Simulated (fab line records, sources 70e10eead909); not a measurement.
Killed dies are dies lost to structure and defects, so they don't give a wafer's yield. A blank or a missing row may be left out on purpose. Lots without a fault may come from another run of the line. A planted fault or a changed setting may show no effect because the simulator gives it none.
Which tool did it? | flow nand_harc | 11 lots, 33 wafers sampled, at 5 steps of a route of 1302

WHAT THE GAUGES READ, wafer by wafer
NHARC_A_CHANNEL_HOLE_D1_CD_MEAS_18. Usual: cd_nm 98.2 nm, standard deviation 2.8.
lot  | measured     | on        | cd_nm (nm)       | flag
L367 | day 9 11:30  | cd_sem-03 | 103.6 87.8 99.7  |
L369 | day 9 22:26  | cd_sem-01 | 103.9 103.2 96.6 |
L375 | day 12 21:53 | cd_sem-02 | 96.7 98.3 95.9   |
L376 | day 13 04:26 | cd_sem-01 | 98.3 98.3 99.7   |
L377 | day 13 08:59 | cd_sem-02 | 100.2 103.2 99.2 |
L384 | day 16 04:11 | cd_sem-01 | 97.9 98.2 101.5  |
L383 | day 16 04:38 | cd_sem-03 | 98.0 94.6 95.0   |
L385 | day 17 01:25 | cd_sem-01 | 100.4 97.2 95.2  |
L386 | day 17 01:59 | cd_sem-03 | 103.4 98.7 99.0  |
L387 | day 17 16:24 | cd_sem-03 | 95.1 96.8 92.7   |
L388 | day 18 09:04 | cd_sem-01 | 94.4 101.8 99.4  |

NHARC_END_SORT_01. Usual: killed_at_array 52, standard deviation 17; killed_at_other 1.2, standard deviation 1.4; killed_at_periphery 4.7, standard deviation 2.9; killed_dies 58, standard deviation 17; killed_open 3.2, standard deviation 1.9; killed_short 2.4, standard deviation 1.4.
lot  | measured     | on        | killed_at_array | killed_at_other | killed_at_periphery | killed_dies | killed_open | killed_short | flag
L375 | day 28 07:35 | prober-01 | 67 58 72        | 3 2 0           | 9 9 11              | 79 69 83    | 3 3 7       | 1 3 4        |
L376 | day 28 19:47 | prober-01 | 80 47 55        | 3 2 0           | 2 2 4               | 85 51 59    | 3 1 2       | 3 1 3        |
L377 | day 28 20:31 | prober-02 | 57 48 46        | 2 0 0           | 3 2 5               | 62 50 51    | 2 3 1       | 3 2 2        |

WHICH TOOL RAN EACH LOT (tool, then ch and the chambers of the sampled wafers, then the start)
lot  | NHARC_A_CHANNEL_HOLE_D1_ETCH_38    | NHARC_A_CHANNEL_HOLE_D1_ETCH_20  | NHARC_A_CHANNEL_HOLE_D1_ETCH_23
L367 | rie_diel-04 ch 0,1,2, day 9 10:29  | har_etch-02 ch 1, day 9 11:41    | har_etch-02 ch 1, day 9 13:00
L369 | rie_diel-04 ch 0,1,2, day 9 21:24  | har_etch-02 ch 0,1, day 9 22:37  | har_etch-02 ch 0,1, day 9 23:56
L375 | rie_diel-11 ch 0,2,3, day 12 20:52 | har_etch-01 ch 1, day 12 22:04   | har_etch-01 ch 1, day 12 23:23
L376 | rie_diel-11 ch 0,1,2, day 13 03:26 | har_etch-02 ch 1, day 13 04:38   | har_etch-02 ch 1, day 13 05:56
L377 | rie_diel-11 ch 0,2,3, day 13 07:57 | har_etch-01 ch 0,1, day 13 09:10 | har_etch-01 ch 0,1, day 13 10:28
L384 | rie_diel-11 ch 1,3, day 16 02:42   | har_etch-01 ch 0,1, day 16 04:25 | har_etch-01 ch 0,1, day 16 05:47
L383 | rie_diel-11 ch 0,1,3, day 16 03:01 | har_etch-01 ch 0,1, day 16 08:33 | har_etch-01 ch 0,1, day 16 09:56
L385 | rie_diel-11 ch 1,2,3, day 17 00:12 | har_etch-01 ch 0,1, day 17 04:01 | har_etch-01 ch 0,1, day 17 05:28
L386 | rie_diel-04 ch 1,3, day 17 00:43   | har_etch-01 ch 0,1, day 17 08:07 | har_etch-01 ch 0,1, day 17 09:31
L387 | rie_diel-11 ch 0,1,2, day 17 15:22 | har_etch-02 ch 0,1, day 17 18:37 | har_etch-02 ch 0,1, day 17 20:05
L388 | rie_diel-11 ch 0,1,2, day 18 07:59 | har_etch-02 ch 0,1, day 18 09:18 | har_etch-02 ch 0,1, day 18 10:41
- NHARC_A_CHANNEL_HOLE_D1_ETCH_38: etches the open film in CF4, target depth 39 nm, time 65 s.
- NHARC_A_CHANNEL_HOLE_D1_ETCH_20: etches the open film in C4F8/O2/Ar, time 361.9 s, target depth 1600 nm.
- NHARC_A_CHANNEL_HOLE_D1_ETCH_23: etches the open film in C4F8/O2/Ar, time 819 s, target depth 1600 nm.

WHAT THE TOOLS THEMSELVES READ (means of the sampled wafers that have a number; where no wafer has one, the mark that the record gives instead)
NHARC_A_CHANNEL_HOLE_D1_ETCH_38. Usual: bias_w 99.98 W, standard deviation 0.28; cf4_flow_sccm 150.0 sccm, standard deviation 0.44; drypump_motor_current_A 5.8 A, standard deviation 0.63; oes_product_au 1.002 a.u., standard deviation 0.013; rf_vpp_V 150.8 V, standard deviation 1.1; showerhead_plenum_p_Torr 1.73 Torr, standard deviation 0.051; throttle_valve_pct 13.283 %, standard deviation 0.0081.
lot  | tool        | bias_w (W) | cf4_flow_sccm (sccm) | drypump_motor_current_A (A) | oes_product_au (a.u.) | rf_vpp_V (V) | showerhead_plenum_p_Torr (Torr) | throttle_valve_pct (%) | flag
L367 | rie_diel-04 | 100.04     | 150.3                | 5.9                         | 1.007                 | 151.1        | 1.73                            | 13.287                 |
L369 | rie_diel-04 | 99.88      | 149.8                | 5.9                         | 1.008                 | 151.2        | 1.73                            | 13.279                 |
L375 | rie_diel-11 | 99.89      | 150.2                | 5.5                         | 0.854                 | 150.4        | 1.71                            | 13.289                 | OFF
L376 | rie_diel-11 | 100.09     | 149.9                | 5.6                         | 0.850                 | 150.1        | 1.71                            | 13.284                 | OFF
L377 | rie_diel-11 | 100.18     | 149.7                | 5.5                         | 0.853                 | 150.1        | 1.71                            | 13.282                 | OFF
L384 | rie_diel-11 | 99.93      | 149.5                | 6.4                         | 0.985                 | 151.0        | 1.75                            | 13.283                 |
L383 | rie_diel-11 | 100.06     | 149.9                | 6.1                         | 1.002                 | 150.5        | 1.73                            | 13.289                 |
L385 | rie_diel-11 | 99.84      | 149.6                | 5.8                         | 0.996                 | 150.8        | 1.73                            | 13.278                 |
L386 | rie_diel-04 | 99.95      | 150.0                | 6.6                         | 1.005                 | 151.6        | 1.82                            | 13.292                 |
L387 | rie_diel-11 | 99.98      | 150.1                | 5.5                         | 1.010                 | 150.1        | 1.70                            | 13.282                 |
L388 | rie_diel-11 | 100.05     | 150.2                | 5.6                         | 1.001                 | 151.6        | 1.70                            | 13.281                 |

NHARC_A_CHANNEL_HOLE_D1_ETCH_20. Usual: drypump_motor_current_A 5.3 A, standard deviation 0.62; oes_air_line_au 1.004 a.u., standard deviation 0.021; showerhead_plenum_p_Torr 3.66 Torr, standard deviation 0.096; temp_c -20.01 C, standard deviation 0.11; throttle_valve_pct 32.156 %, standard deviation 0.0094.
lot  | tool        | drypump_motor_current_A (A) | oes_air_line_au (a.u.) | showerhead_plenum_p_Torr (Torr) | temp_c (C) | throttle_valve_pct (%) | flag
L367 | har_etch-02 | 4.6                         | 1.026                  | 3.76                            | -19.96     | 32.162                 |
L369 | har_etch-02 | 4.8                         | 1.020                  | 3.70                            | -20.07     | 32.161                 |
L375 | har_etch-01 | 6.2                         | 1.006                  | 3.56                            | -20.06     | 32.157                 |
L376 | har_etch-02 | 4.7                         | 1.011                  | 3.73                            | -20.05     | 32.154                 |
L377 | har_etch-01 | 5.8                         | 0.995                  | 3.65                            | -19.94     | 32.151                 |
L384 | har_etch-01 | 5.8                         | 1.000                  | 3.63                            | -19.99     | 32.157                 |
L383 | har_etch-01 | 6.0                         | 0.985                  | 3.58                            | -20.05     | 32.153                 |
L385 | har_etch-01 | 6.0                         | 0.989                  | 3.57                            | -19.95     | 32.157                 |
L386 | har_etch-01 | 6.0                         | 1.000                  | 3.57                            | -19.97     | 32.150                 |
L387 | har_etch-02 | 4.8                         | 1.008                  | 3.85                            | -20.12     | 32.148                 |
L388 | har_etch-02 | 4.7                         | 1.015                  | 3.78                            | -20.06     | 32.160                 |

NHARC_A_CHANNEL_HOLE_D1_ETCH_23. Usual: drypump_motor_current_A 5.3 A, standard deviation 0.62; oes_air_line_au 1.002 a.u., standard deviation 0.019; showerhead_plenum_p_Torr 3.66 Torr, standard deviation 0.096; temp_c -20.01 C, standard deviation 0.09; throttle_valve_pct 32.155 %, standard deviation 0.01.
lot  | tool        | drypump_motor_current_A (A) | oes_air_line_au (a.u.) | showerhead_plenum_p_Torr (Torr) | temp_c (C) | throttle_valve_pct (%) | flag
L367 | har_etch-02 | 4.7                         | 1.021                  | 3.76                            | -19.97     | 32.159                 |
L369 | har_etch-02 | 4.7                         | 0.994                  | 3.70                            | -20.04     | 32.141                 |
L375 | har_etch-01 | 6.2                         | 1.016                  | 3.56                            | -20.05     | 32.158                 |
L376 | har_etch-02 | 4.7                         | 0.994                  | 3.73                            | -20.01     | 32.162                 |
L377 | har_etch-01 | 5.8                         | 0.989                  | 3.65                            | -19.93     | 32.153                 |
L384 | har_etch-01 | 5.8                         | 0.987                  | 3.63                            | -19.90     | 32.154                 |
L383 | har_etch-01 | 6.0                         | 1.024                  | 3.58                            | -20.06     | 32.160                 |
L385 | har_etch-01 | 6.0                         | 1.028                  | 3.57                            | -20.00     | 32.149                 |
L386 | har_etch-01 | 6.0                         | 1.004                  | 3.57                            | -20.00     | 32.152                 |
L387 | har_etch-02 | 4.8                         | 1.000                  | 3.85                            | -20.03     | 32.158                 |
L388 | har_etch-02 | 4.7                         | 0.997                  | 3.78                            | -20.06     | 32.154                 |

THE ANSWER, worked out from the rows above alone
Rule: a lot is off if the mean of its wafers that have a number lies more than 3 standard deviations from the usual mean. A lot without any number at a reading at which 4 lots or more have one is off too. The other lots that the step has rows for count as sound. The gauges are gone through in route order, then the tools' own readings, and for those a lot's mean is taken as printed above. The first step at which some lot is off is used, and at that step the reading that is off furthest; a lot without a number counts as furthest.
Off: L375, L376, L377, at NHARC_A_CHANNEL_HOLE_D1_ETCH_38 (oes_product_au).
A tool fits if, at that step or a process step before it, it ran every lot that is off, and no sound lot after the first of them. None of those tried fits.

WHAT THE SIMULATOR HAD PUT IN
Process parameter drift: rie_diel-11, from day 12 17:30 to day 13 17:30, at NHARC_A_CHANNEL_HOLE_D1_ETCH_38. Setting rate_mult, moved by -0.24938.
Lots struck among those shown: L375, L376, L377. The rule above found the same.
